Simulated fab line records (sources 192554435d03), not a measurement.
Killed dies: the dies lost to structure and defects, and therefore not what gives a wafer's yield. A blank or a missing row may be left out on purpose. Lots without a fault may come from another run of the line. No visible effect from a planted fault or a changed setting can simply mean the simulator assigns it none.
Chamber matching | flow n5 finfet | N5_BEOL_M5_STRIP_64 on rie diel-04 has 4 sister chambers
The step strips in CF4. 20 wafers are shown with their chamber, then 10 later ones without.

WAFERS PAIRED WITH THEIR CHAMBERS
wafer  | chamber | showerhead plenum p Torr (Torr) | throttle valve pct (%) | oes product au (a.u.)
L074.2 | 1       | 1.76                            | 13.72                  | 0.67
L074.3 | 2       | 1.71                            | 13.55                  | 0.74
L074.5 | 3       | 1.91                            | 13.08                  | 0.86
L077.1 | 2       | 1.71                            | 13.57                  | 0.74
L077.2 | 0       | 1.74                            | 13.60                  | 0.83
L077.3 | 1       | 1.76                            | 13.76                  | 0.67
L079.1 | 1       | 1.76                            | 13.75                  | 0.66
L079.3 | 2       | 1.71                            | 13.58                  | 0.73
L079.5 | 2       | 1.71                            | 13.58                  | 0.73
L080.4 | 3       | 1.90                            | 13.10                  | 0.83
L080.5 | 2       | 1.71                            | 13.58                  | 0.73
L080.6 | 3       | 1.90                            | 13.10                  | 0.83
L083.1 | 0       | 1.74                            | 13.62                  | 0.83
L083.4 | 3       | 1.90                            | 13.11                  | 0.83
L083.5 | 1       | 1.75                            | 13.78                  | 0.65
L085.3 | 2       | 1.70                            | 13.60                  | 0.72
L085.5 | 3       | 1.90                            | 13.12                  | 0.82
L085.6 | 0       | 1.74                            | 13.63                  | 0.82
L086.2 | 0       | 1.73                            | 13.64                  | 0.82
L086.3 | 3       | 1.90                            | 13.13                  | 0.81

SIGNATURES (means of the wafers above)
reading                  | chamber 0 | chamber 1 | chamber 2 | chamber 3 | scatter within a chamber
showerhead plenum p Torr | 1.7375    | 1.7575    | 1.7083    | 1.9017    | 0.00445
throttle valve pct       | 13.6225   | 13.7525   | 13.5767   | 13.1067   | 0.0187
oes product au           | 0.8250    | 0.6625    | 0.7317    | 0.8300    | 0.0113
Rule: a wafer's distance from a chamber is the root of the sum, over the readings, of the square of ((its reading less the chamber's mean) divided by the reading's scatter). If the next closest chamber is less than 2 further off than the closest, the wafer can't be placed; otherwise it belongs to the closest. The scatter is the square root of a quotient: the sum, over the shown wafers, of each reading's squared deviation from its chamber's mean, divided by wafers minus chambers.

WAFERS WITHOUT THEIR CHAMBER
wafer  | showerhead plenum p Torr (Torr) | throttle valve pct (%) | oes product au (a.u.)
L086.6 | 1.73                            | 13.64                  | 0.82
L090.1 | 1.75                            | 13.23                  | 0.90
L090.4 | 1.90                            | 13.15                  | 0.81
L090.5 | 1.73                            | 13.66                  | 0.81
L096.3 | 1.89                            | 13.18                  | 0.79
L096.4 | 1.75                            | 13.23                  | 0.87
L096.5 | 1.89                            | 13.17                  | 0.80
L095.3 | 1.73                            | 13.67                  | 0.80
L095.5 | 1.75                            | 13.26                  | 0.87
L095.6 | 1.89                            | 13.18                  | 0.80

WHICH CHAMBER EACH WENT THROUGH
wafer  | from the rows above | in truth
L086.6 | 0                   | 0
L090.1 | 0                   | 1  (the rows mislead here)
L090.4 | 3                   | 3
L090.5 | 0                   | 0
L096.3 | 3                   | 3
L096.4 | 0                   | 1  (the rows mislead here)
L096.5 | 3                   | 3
L095.3 | 0                   | 0
L095.5 | 0                   | 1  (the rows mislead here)
L095.6 | 3                   | 3
Correct placement for 7 of the 10. Number that these rows cannot place: 0. Wrongly placed: 3.
